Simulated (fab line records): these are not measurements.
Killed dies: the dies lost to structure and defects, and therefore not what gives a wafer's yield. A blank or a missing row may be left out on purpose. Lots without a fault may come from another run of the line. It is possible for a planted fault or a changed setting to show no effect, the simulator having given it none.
Matching of chambers ; flow n5 finfet ; 4 sister chambers for N5_BEOL_M5_VIA_ETCH_34 on rie diel-03
The step etches SiCOH lowk in C4F6/O2, target depth 88.3 nm, time 39.2 s. 8 wafers are shown with their chamber, then 7 later ones without.

WAFERS WITH THEIR CHAMBER
wafer;chamber;throttle valve pct (%);rf vpp V (V)
L078.1;0;21.28;650
L078.5;0;21.28;651
L078.6;3;20.30;658
L082.3;2;21.13;682
L082.5;3;20.31;658
L082.6;1;20.98;656
L084.2;1;20.98;656
L084.3;2;21.13;681

WAFERS MISSING THEIR CHAMBER
wafer;throttle valve pct (%);rf vpp V (V)
L084.5;21.13;683
L090.4;20.34;658
L090.5;20.99;657
L090.6;21.13;683
L093.2;20.91;649
L093.4;21.02;656
L093.5;20.98;657

WHICH CHAMBER EACH ONE RAN IN
wafer;from the rows above;in truth
L084.5;2;2
L090.4;3;3
L090.5;1;1
L090.6;2;2
L093.2;1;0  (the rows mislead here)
L093.4;1;1
L093.5;1;1
Correct placement for 6 of the 7. Number that these rows cannot place: 0. 1 placed wrongly.
How it was worked out, from the rows above alone: a wafer's distance from a chamber is the root of the sum, over the readings, of the square of ((its reading less the chamber's mean) divided by the reading's scatter). The wafer belongs to the nearest chamber; if the next one is less than 2 further off, it can't be placed. Each chamber's mean is taken over the wafers shown for it. How the scatter is found: for the shown wafers, subtract from each reading the mean of its chamber, square and add these, divide the total by (wafers less chambers), then take the root.
